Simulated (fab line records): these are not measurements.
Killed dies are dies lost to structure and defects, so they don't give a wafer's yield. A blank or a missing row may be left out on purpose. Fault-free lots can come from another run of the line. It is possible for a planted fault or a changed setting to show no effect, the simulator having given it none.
What tool caused it? | flow nand harc | 23 lots with 69 wafers sampled at 6 steps, on a route of 1302 steps

WHAT THE GAUGES READ, wafer by wafer
No reading from a measuring or inspecting step in the record can be judged against a usual standard deviation.

TOOL THAT RAN EACH LOT (tool first, then ch and the chambers of the sampled wafers, then the start)
lot  | NHARC_A_STAIRCASE_DESCUM_270       | NHARC_A_STAIRCASE_CMP_152     | NHARC_A_SGD_CUT_ETCH_59                       | NHARC_A_SGD_CUT_STRIP_28                      | NHARC_A_WL_FILL_ETCHBACK_04       | NHARC_A_WL_FILL_CMP_12
L074 | rie diel-09 ch 0,1,2, day 16 00:17 | cmp-03 ch 0,1,2, day 18 14:35 | rie diel-06 ch 1,2, day 19 21:18 or earlier   | rie diel-10 ch 1,2,3, day 19 21:18 or earlier | rie metal-02 ch 0,1, day 19 21:18 | cmp-03 ch 0,3, day 20 13:13
L075 | rie diel-02 ch 0,2, day 16 22:03   | cmp-04 ch 1,3, day 19 11:27   | rie diel-10 ch 1,3, day 20 18:04 or earlier   | rie diel-06 ch 1,2, day 20 18:04 or earlier   | rie metal-03 ch 0,1, day 20 18:04 | cmp-03 ch 0,3, day 21 09:54
L076 | rie diel-02 ch 0,1,3, day 17 01:47 | cmp-03 ch 0,1,3, day 19 11:36 | rie diel-07 ch 0,2,3, day 20 17:58 or earlier | rie diel-07 ch 1,2,3, day 20 17:58 or earlier | rie metal-02 ch 0,1, day 20 17:58 | cmp-04 ch 1,3, day 21 12:55
L078 | rie diel-09 ch 0,2,3, day 17 22:47 | cmp-01 ch 2,3, day 20 15:05   | rie diel-06 ch 0,1,2, day 22 02:17 or earlier | rie diel-10 ch 1,2,3, day 22 02:17 or earlier | rie metal-02 ch 0,1, day 22 02:17 | cmp-02 ch 1,2,3, day 22 22:58
L077 | rie diel-02 ch 0,1,3, day 17 23:39 | cmp-01 ch 1,2,3, day 20 14:49 | rie diel-06 ch 1,2,3, day 22 02:25 or earlier | rie diel-07 ch 0,1, day 22 02:25 or earlier   | rie metal-03 ch 0,1, day 22 02:25 | cmp-03 ch 2,3, day 22 20:32
L079 | rie diel-09 ch 0,1,2, day 18 03:23 | cmp-03 ch 0,2, day 20 14:53   | rie diel-10 ch 1,2,3, day 22 06:06 or earlier | rie diel-10 ch 0,1, day 22 06:06 or earlier   | rie metal-03 ch 0,1, day 22 06:06 | cmp-04 ch 0,2, day 22 20:24
L080 | rie diel-09 ch 0,1, day 18 18:47   | cmp-01 ch 0,1,3, day 21 10:45 | rie diel-06 ch 2,3, day 22 21:29 or earlier   | rie diel-07 ch 2,3, day 22 21:29 or earlier   | rie metal-01 ch 0,1, day 22 21:29 | cmp-02 ch 0,1,2, day 23 15:01
L081 | rie diel-09 ch 0,1,3, day 19 15:27 | cmp-01 ch 0,1,2, day 22 08:26 | rie diel-06 ch 1,2,3, day 23 17:29 or earlier | rie diel-06 ch 0,1,3, day 23 17:29 or earlier | rie metal-03 ch 0,1, day 23 17:29 | cmp-03 ch 0,2,3, day 24 10:35
L082 | rie diel-09 ch 0,1,2, day 19 18:55 | cmp-04 ch 1,2, day 22 08:36   | rie diel-10 ch 1,2, day 23 13:48 or earlier   | rie diel-07 ch 1,2,3, day 23 13:48 or earlier | rie metal-02 ch 0,1, day 23 13:48 | cmp-02 ch 0,1,3, day 24 06:45
L083 | rie diel-12 ch 0,3, day 20 12:29   | cmp-04 ch 1,2,3, day 23 06:35 | rie diel-07 ch 0,1,2, day 24 13:14 or earlier | rie diel-06 ch 0,1,3, day 24 13:14 or earlier | rie metal-02 ch 0,1, day 24 13:14 | cmp-03 ch 1,2,3, day 25 04:04
L084 | rie diel-02 ch 0,1,2, day 20 16:19 | cmp-01 ch 0,2,3, day 23 06:19 | rie diel-06 ch 1,2, day 24 11:34 or earlier   | rie diel-07 ch 0,1,3, day 24 11:34 or earlier | rie metal-03 ch 0,1, day 24 11:34 | cmp-02 ch 0,2,3, day 25 04:10
L085 | rie diel-09 ch 0,2,3, day 20 23:18 | cmp-03 ch 0,1,3, day 23 16:34 | rie diel-07 ch 0,2, day 25 01:28 or earlier   | rie diel-10 ch 0,1, day 25 01:28 or earlier   | rie metal-02 ch 0, day 25 01:28   | cmp-02 ch 0,1,3, day 25 19:49
L086 | rie diel-12 ch 0,3, day 21 07:35   | cmp-04 ch 0,2,3, day 23 23:04 | rie diel-06 ch 0,1, day 25 08:00 or earlier   | rie diel-10 ch 0,2,3, day 25 08:00 or earlier | rie metal-03 ch 0,1, day 25 08:00 | cmp-04 ch 2,3, day 26 00:25
L088 | rie diel-09 ch 0,1,2, day 22 04:38 | cmp-04 ch 1,2,3, day 24 14:38 | rie diel-07 ch 1,2,3, day 25 19:10 or earlier | rie diel-07 ch 0,2,3, day 25 19:10 or earlier | rie metal-02 ch 0,1, day 25 19:10 | cmp-04 ch 1,2,3, day 26 11:43
L087 | rie diel-12 ch 0,2,3, day 22 08:48 | cmp-03 ch 0,1,3, day 24 14:50 | rie diel-06 ch 0,1,3, day 25 19:22 or earlier | rie diel-06 ch 0,1,2, day 25 19:22 or earlier | rie metal-03 ch 0,1, day 25 19:22 | cmp-03 ch 0,2,3, day 26 11:34
L091 | rie diel-02 ch 1,3, day 22 17:59   | cmp-04 ch 1,2,3, day 25 09:49 | rie diel-10 ch 0,2, day 26 15:38 or earlier   | rie diel-07 ch 0,1, day 26 15:38 or earlier   | rie metal-03 ch 0, day 26 15:38   | cmp-02 ch 0,2,3, day 27 05:53
L089 | rie diel-09 ch 0,2, day 22 21:04   | cmp-04 ch 0,2,3, day 25 06:25 | rie diel-07 ch 1,2,3, day 26 11:36 or earlier | rie diel-07 ch 0,2, day 26 11:36 or earlier   | rie metal-01 ch 0, day 26 11:36   | cmp-04 ch 0,2,3, day 27 05:53
L090 | rie diel-09 ch 0,1,2, day 23 06:14 | cmp-03 ch 0,3, day 25 18:53   | rie diel-06 ch 1,2, day 26 04:07 or earlier   | rie diel-07 ch 0,1, day 26 04:07              | rie metal-02 ch 0,1, day 27 00:00 | cmp-02 ch 0,1, day 27 15:50
L093 | rie diel-09 ch 0,3, day 24 01:10   | cmp-03 ch 0,2,3, day 26 15:49 | rie diel-10 ch 0,2,3, day 27 22:28 or earlier | rie diel-07 ch 0,2,3, day 27 22:28 or earlier | rie metal-03 ch 1, day 27 22:28   | cmp-04 ch 0,1,3, day 28 14:09
L094 | rie diel-12 ch 0,2,3, day 24 16:49 | cmp-03 ch 0,2,3, day 27 02:07 | rie diel-10 ch 0,3, day 28 06:56 or earlier   | rie diel-07 ch 0,1,2, day 28 06:56 or earlier | rie metal-03 ch 0,1, day 28 06:56 | cmp-02 ch 0,2, day 28 22:45
L095 | rie diel-09 ch 1,3, day 25 01:51   | cmp-04 ch 0,1,3, day 27 12:20 | rie diel-10 ch 0,2, day 28 21:11 or earlier   | rie diel-06 ch 0,3, day 28 21:11 or earlier   | rie metal-02 ch 0,1, day 28 21:11 | cmp-03 ch 0,3, day 29 16:35
L096 | rie diel-09 ch 1,2,3, day 25 02:19 | cmp-03 ch 0,2, day 27 12:38   | rie diel-06 ch 0,2,3, day 29 00:37 or earlier | rie diel-10 ch 2,3, day 29 00:37 or earlier   | rie metal-03 ch 0,1, day 29 00:37 | cmp-02 ch 0,1,2, day 29 16:32
L097 | rie diel-12 ch 0,3, day 26 03:36   | cmp-04 ch 0,1,3, day 28 13:40 | rie diel-07 ch 0,2, day 29 18:19 or earlier   | rie diel-06 ch 0,1,3, day 29 18:19 or earlier | rie metal-03 ch 0,1, day 29 18:19 | cmp-03 ch 1,2, day 30 10:53
- NHARC_A_STAIRCASE_DESCUM_270: chemistry O2, time 3 s.
- NHARC_A_STAIRCASE_CMP_152: polishes.
- NHARC_A_SGD_CUT_ETCH_59: etches the open film in N2/H2, target depth 260 nm, time 406.25 s.
- NHARC_A_SGD_CUT_STRIP_28: strips in O2, time 20 s.
- NHARC_A_WL_FILL_ETCHBACK_04: etches the open film in NF3, target depth 60 nm, time 120 s.
- NHARC_A_WL_FILL_CMP_12: polishes, t overpolish 30 s, target thk 100 nm.

WHAT THE TOOLS THEMSELVES READ (means of the sampled wafers that have a number; where no wafer has one, the mark that the record gives instead)
NHARC_A_STAIRCASE_DESCUM_270. Usual: drypump motor current A 5.7 A, standard deviation 0.36; o2 flow sccm 199.9 sccm, standard deviation 0.58; oes product au 1.004 a.u., standard deviation 0.011; rf vpp V 57.6 V, standard deviation 1; showerhead plenum p Torr 1.90 Torr, standard deviation 0.073; throttle valve pct 11.311 %, standard deviation 0.009.
lot  | tool        | drypump motor current A (A) | o2 flow sccm (sccm) | oes product au (a.u.) | rf vpp V (V) | showerhead plenum p Torr (Torr) | throttle valve pct (%) | flag
L074 | rie diel-09 | 5.7                         | 200.0               | 0.997                 | 58.3         | 1.96                            | 11.310                 |
L075 | rie diel-02 | 6.0                         | 199.4               | 1.001                 | 57.3         | 1.87                            | 11.316                 |
L076 | rie diel-02 | 5.8                         | 200.1               | 1.013                 | 57.8         | 1.88                            | 11.305                 |
L078 | rie diel-09 | 5.5                         | 199.8               | 0.997                 | 57.8         | 1.90                            | 11.304                 |
L077 | rie diel-02 | 5.8                         | 200.3               | 1.008                 | 58.4         | 1.88                            | 11.318                 |
L079 | rie diel-09 | 5.7                         | 199.6               | 1.008                 | 56.8         | 1.95                            | 11.310                 |
L080 | rie diel-09 | 5.9                         | 199.4               | 1.002                 | 57.5         | 1.94                            | 11.312                 |
L081 | rie diel-09 | 5.8                         | 200.3               | 1.008                 | 57.4         | 1.89                            | 11.309                 |
L082 | rie diel-09 | 5.7                         | 200.1               | 1.007                 | 56.7         | 1.95                            | 11.316                 |
L083 | rie diel-12 | 5.2                         | 199.9               | 1.005                 | 58.1         | 1.92                            | 11.313                 |
L084 | rie diel-02 | 5.9                         | 199.8               | 1.004                 | 57.8         | 1.87                            | 11.308                 |
L085 | rie diel-09 | 5.6                         | 200.5               | 1.002                 | 57.6         | 1.89                            | 11.301                 |
L086 | rie diel-12 | 5.3                         | 200.4               | 1.012                 | 57.8         | 1.92                            | 11.306                 |
L088 | rie diel-09 | 5.7                         | 199.7               | 0.999                 | 57.3         | 1.94                            | 11.308                 |
L087 | rie diel-12 | 5.5                         | 199.6               | 1.004                 | 57.5         | 1.96                            | 11.311                 |
L091 | rie diel-02 | 5.5                         | 199.4               | 1.008                 | 57.2         | 1.83                            | 11.314                 |
L089 | rie diel-09 | 5.4                         | 199.9               | 0.995                 | 58.1         | 1.91                            | 11.315                 |
L090 | rie diel-09 | 5.7                         | 199.6               | 0.998                 | 58.6         | 1.94                            | 11.305                 |
L093 | rie diel-09 | 5.4                         | 199.9               | 1.006                 | 57.3         | 1.85                            | 11.310                 |
L094 | rie diel-12 | 5.5                         | 199.7               | 0.991                 | 56.7         | 1.96                            | 11.309                 |
L095 | rie diel-09 | 6.0                         | 200.4               | 1.002                 | 57.5         | 1.91                            | 11.308                 |
L096 | rie diel-09 | 5.9                         | 199.5               | 1.009                 | 57.2         | 1.91                            | 11.307                 |
L097 | rie diel-12 | 5.2                         | 200.4               | 1.004                 | 57.4         | 1.91                            | 11.307                 |

NHARC_A_STAIRCASE_CMP_152. Usual: motor current A 12.2 A, standard deviation 1.2; slurry filter dp kPa 13.51 kPa, standard deviation 0.12.
lot  | tool   | motor current A (A) | slurry filter dp kPa (kPa) | flag
L074 | cmp-03 | 12.7                | 13.57                      |
L075 | cmp-04 | 12.4                | 13.45                      |
L076 | cmp-03 | 12.7                | 13.48                      |
L078 | cmp-01 | 13.8                | 13.46                      |
L077 | cmp-01 | 12.9                | 13.60                      |
L079 | cmp-03 | 12.3                | 13.62                      |
L080 | cmp-01 | 12.3                | 13.48                      |
L081 | cmp-01 | 13.1                | 13.60                      |
L082 | cmp-04 | 11.4                | 13.57                      |
L083 | cmp-04 | 12.0                | 13.51                      |
L084 | cmp-01 | 13.0                | 13.49                      |
L085 | cmp-03 | 12.8                | 13.50                      |
L086 | cmp-04 | 11.9                | 13.56                      |
L088 | cmp-04 | 11.9                | 13.39                      |
L087 | cmp-03 | 12.5                | 13.61                      |
L091 | cmp-04 | 11.9                | 13.51                      |
L089 | cmp-04 | 12.1                | 13.50                      |
L090 | cmp-03 | 11.7                | 13.38                      |
L093 | cmp-03 | 12.0                | 13.52                      |
L094 | cmp-03 | 11.7                | 13.56                      |
L095 | cmp-04 | 12.2                | 13.49                      |
L096 | cmp-03 | 11.9                | 13.68                      |
L097 | cmp-04 | 12.1                | 13.47                      |

NHARC_A_SGD_CUT_ETCH_59. Usual: drypump motor current A 6.0 A, standard deviation 0.43; oes product au 0.997 a.u., standard deviation 0.011; rf vpp V 429.7 V, standard deviation 2.1; showerhead plenum p Torr 2.01 Torr, standard deviation 0.071; throttle valve pct 14.171 %, standard deviation 0.0094.
lot  | tool        | drypump motor current A (A) | oes product au (a.u.) | rf vpp V (V) | showerhead plenum p Torr (Torr) | throttle valve pct (%) | flag
L074 | rie diel-06 | 6.2                         | 1.003                 | 428.3        | 1.95                            | 14.161                 |
L075 | rie diel-10 | 5.9                         | 1.003                 | 428.6        | 1.97                            | 14.167                 |
L076 | rie diel-07 | 5.9                         | 0.995                 | 430.4        | 2.08                            | 14.168                 |
L078 | rie diel-06 | 6.2                         | 1.001                 | 429.3        | 2.00                            | 14.164                 |
L077 | rie diel-06 | 6.3                         | 1.001                 | 429.1        | 2.01                            | 14.170                 |
L079 | rie diel-10 | 5.6                         | 1.006                 | 427.5        | 1.96                            | 14.167                 |
L080 | rie diel-06 | 6.3                         | 0.981                 | 430.2        | 2.04                            | 14.174                 |
L081 | rie diel-06 | 6.2                         | 0.990                 | 429.9        | 2.01                            | 14.179                 |
L082 | rie diel-10 | 5.4                         | 1.009                 | 428.5        | 1.96                            | 14.179                 |
L083 | rie diel-07 | 6.2                         | 1.001                 | 430.8        | 2.04                            | 14.163                 |
L084 | rie diel-06 | 6.2                         | 0.980                 | 429.3        | 1.98                            | 14.173                 |
L085 | rie diel-07 | 6.3                         | 1.001                 | 433.2        | 2.11                            | 14.177                 |
L086 | rie diel-06 | 6.1                         | 0.987                 | 429.4        | 2.03                            | 14.169                 |
L088 | rie diel-07 | 6.0                         | 1.003                 | 430.3        | 2.04                            | 14.175                 |
L087 | rie diel-06 | 6.2                         | 0.996                 | 430.6        | 2.06                            | 14.175                 |
L091 | rie diel-10 | 5.3                         | 1.002                 | 428.1        | 1.98                            | 14.170                 |
L089 | rie diel-07 | 6.0                         | 0.988                 | 430.3        | 2.04                            | 14.179                 |
L090 | rie diel-06 | 6.2                         | 0.991                 | 428.0        | 1.95                            | 14.169                 |
L093 | rie diel-10 | 5.8                         | 1.004                 | 428.6        | 1.99                            | 14.177                 |
L094 | rie diel-10 | 6.2                         | 0.990                 | 431.1        | 2.02                            | 14.179                 |
L095 | rie diel-10 | 5.3                         | 1.002                 | 429.6        | 1.98                            | 14.167                 |
L096 | rie diel-06 | 6.2                         | 1.001                 | 430.4        | 2.02                            | 14.172                 |
L097 | rie diel-07 | 6.3                         | 1.002                 | 432.0        | 2.11                            | 14.171                 |

NHARC_A_SGD_CUT_STRIP_28. Usual: drypump motor current A 6.0 A, standard deviation 0.41; o2 flow sccm 499.9 sccm, standard deviation 1.5; oes product au 0.995 a.u., standard deviation 0.011; rf vpp V 57.7 V, standard deviation 0.84; showerhead plenum p Torr 3.50 Torr, standard deviation 0.11; throttle valve pct 17.037 %, standard deviation 0.0092.
lot  | tool        | drypump motor current A (A) | o2 flow sccm (sccm) | oes product au (a.u.) | rf vpp V (V) | showerhead plenum p Torr (Torr) | throttle valve pct (%) | flag
L074 | rie diel-10 | 5.6                         | 500.8               | 1.004                 | 57.6         | 3.41                            | 17.033                 |
L075 | rie diel-06 | 6.3                         | 499.7               | 0.997                 | 57.8         | 3.39                            | 17.036                 |
L076 | rie diel-07 | 6.0                         | 500.2               | 1.004                 | 57.6         | 3.53                            | 17.035                 |
L078 | rie diel-10 | 5.6                         | 499.5               | 1.010                 | 57.1         | 3.41                            | 17.031                 |
L077 | rie diel-07 | 6.1                         | 501.5               | 0.987                 | 57.0         | 3.41                            | 17.034                 |
L079 | rie diel-10 | 5.8                         | 499.8               | 0.990                 | 57.5         | 3.47                            | 17.036                 |
L080 | rie diel-07 | 6.2                         | 500.4               | 1.002                 | 57.5         | 3.65                            | 17.036                 |
L081 | rie diel-06 | 6.2                         | 497.2               | 0.997                 | 58.3         | 3.56                            | 17.039                 |
L082 | rie diel-07 | 6.0                         | 499.3               | 0.995                 | 56.8         | 3.53                            | 17.031                 |
L083 | rie diel-06 | 6.2                         | 499.2               | 1.000                 | 58.1         | 3.56                            | 17.033                 |
L084 | rie diel-07 | 5.8                         | 499.4               | 0.992                 | 58.1         | 3.47                            | 17.039                 |
L085 | rie diel-10 | 5.9                         | 500.5               | 0.996                 | 58.6         | 3.51                            | 17.040                 |
L086 | rie diel-10 | 5.8                         | 499.5               | 1.001                 | 57.2         | 3.45                            | 17.032                 |
L088 | rie diel-07 | 5.9                         | 499.6               | 0.990                 | 58.4         | 3.59                            | 17.032                 |
L087 | rie diel-06 | 6.2                         | 500.3               | 0.989                 | 57.0         | 3.46                            | 17.043                 |
L091 | rie diel-07 | 6.1                         | 499.3               | 0.992                 | 57.3         | 3.41                            | 17.035                 |
L089 | rie diel-07 | 6.3                         | 501.7               | 0.994                 | 58.3         | 3.64                            | 17.039                 |
L090 | rie diel-07 | 6.1                         | 500.1               | 0.994                 | 57.1         | 3.41                            | 17.035                 |
L093 | rie diel-07 | 5.9                         | 499.5               | 0.992                 | 57.7         | 3.59                            | 17.031                 |
L094 | rie diel-07 | 6.2                         | 501.0               | 0.992                 | 57.3         | 3.52                            | 17.046                 |
L095 | rie diel-06 | 6.2                         | 499.6               | 1.005                 | 57.3         | 3.60                            | 17.033                 |
L096 | rie diel-10 | 5.4                         | 499.7               | 0.993                 | 56.9         | 3.38                            | 17.028                 |
L097 | rie diel-06 | 6.2                         | 500.3               | 1.011                 | 58.2         | 3.56                            | 17.039                 |

NHARC_A_WL_FILL_ETCHBACK_04. Usual: drypump motor current A 5.7 A, standard deviation 0.32; oes product au 0.998 a.u., standard deviation 0.013.
lot  | tool         | drypump motor current A (A) | oes product au (a.u.) | flag
L074 | rie metal-02 | 6.0                         | 0.995                 |
L075 | rie metal-03 | 5.4                         | 0.981                 |
L076 | rie metal-02 | 6.0                         | 0.999                 |
L078 | rie metal-02 | 6.0                         | 1.005                 |
L077 | rie metal-03 | 5.4                         | 0.979                 |
L079 | rie metal-03 | 5.6                         | 0.996                 |
L080 | rie metal-01 | 5.3                         | 0.982                 |
L081 | rie metal-03 | 5.4                         | 0.994                 |
L082 | rie metal-02 | 6.0                         | 1.012                 |
L083 | rie metal-02 | 6.0                         | 1.009                 |
L084 | rie metal-03 | 5.4                         | 1.003                 |
L085 | rie metal-02 | 5.9                         | 1.019                 |
L086 | rie metal-03 | 5.4                         | 1.001                 |
L088 | rie metal-02 | 6.0                         | 1.006                 |
L087 | rie metal-03 | 5.4                         | 0.999                 |
L091 | rie metal-03 | 5.3                         | 0.996                 |
L089 | rie metal-01 | 5.3                         | 1.015                 |
L090 | rie metal-02 | 6.0                         | 1.009                 |
L093 | rie metal-03 | 5.7                         | 1.014                 |
L094 | rie metal-03 | 5.6                         | 0.998                 |
L095 | rie metal-02 | 6.0                         | 0.997                 |
L096 | rie metal-03 | 5.6                         | 1.003                 |
L097 | rie metal-03 | 5.4                         | 0.996                 |

NHARC_A_WL_FILL_CMP_12. Usual: motor current A 12.1 A, standard deviation 1; overpolish run s 29.999 s, standard deviation 0.0092; slurry filter dp kPa 13.51 kPa, standard deviation 0.14; time to endpoint s 20 s, standard deviation 3.
lot  | tool   | motor current A (A) | overpolish run s (s) | slurry filter dp kPa (kPa) | time to endpoint s (s) | flag
L074 | cmp-03 | 11.4                | 29.998               | 13.52                      | 19                     |
L075 | cmp-03 | 12.3                | 30.003               | 13.57                      | 17                     |
L076 | cmp-04 | 12.1                | 30.000               | 13.60                      | 24                     |
L078 | cmp-02 | 12.9                | 29.996               | 13.57                      | 22                     |
L077 | cmp-03 | 10.5                | 30.003               | 13.49                      | 21                     |
L079 | cmp-04 | 11.3                | 29.995               | 13.54                      | 19                     |
L080 | cmp-02 | 12.3                | 30.003               | 13.43                      | 17                     |
L081 | cmp-03 | 11.0                | 30.014               | 13.51                      | 22                     |
L082 | cmp-02 | 12.7                | 30.004               | 13.41                      | 21                     |
L083 | cmp-03 | 11.5                | 30.001               | 13.41                      | 22                     |
L084 | cmp-02 | 11.9                | 30.002               | 13.47                      | 17                     |
L085 | cmp-02 | 12.5                | 29.998               | 13.51                      | 19                     |
L086 | cmp-04 | 12.2                | 29.993               | 13.62                      | 24                     |
L088 | cmp-04 | 11.8                | 29.996               | 13.55                      | 21                     |
L087 | cmp-03 | 11.6                | 30.009               | 13.43                      | 21                     |
L091 | cmp-02 | 12.1                | 30.000               | 13.53                      | 18                     |
L089 | cmp-04 | 11.9                | 29.998               | 13.41                      | 19                     |
L090 | cmp-02 | 12.1                | 30.002               | 13.52                      | 20                     |
L093 | cmp-04 | 12.0                | 30.001               | 13.52                      | 16                     |
L094 | cmp-02 | 11.9                | 29.996               | 13.58                      | 20                     |
L095 | cmp-03 | 12.6                | 30.000               | 13.51                      | 21                     |
L096 | cmp-02 | 12.2                | 29.996               | 13.43                      | 19                     |
L097 | cmp-03 | 11.7                | 29.992               | 13.43                      | 25                     |

THE ANSWER, worked out from the rows above alone
Rule: take the mean of a lot's wafers that have a number; if it is more than 3 standard deviations from the usual mean, the lot is off. Also off: a lot with no number at a reading for which 4 or more lots have one. The other lots that the step has rows for count as sound. Order of review: gauges by route order, followed by the tools' own readings, for which a lot's mean as printed above is used. The first step at which some lot is off is used, and at that step the reading that is off furthest; a lot without a number counts as furthest.
Across all readings shown, no lot is off: no conclusion can be drawn from this.

WHAT HAD BEEN PUT IN BY THE SIMULATOR
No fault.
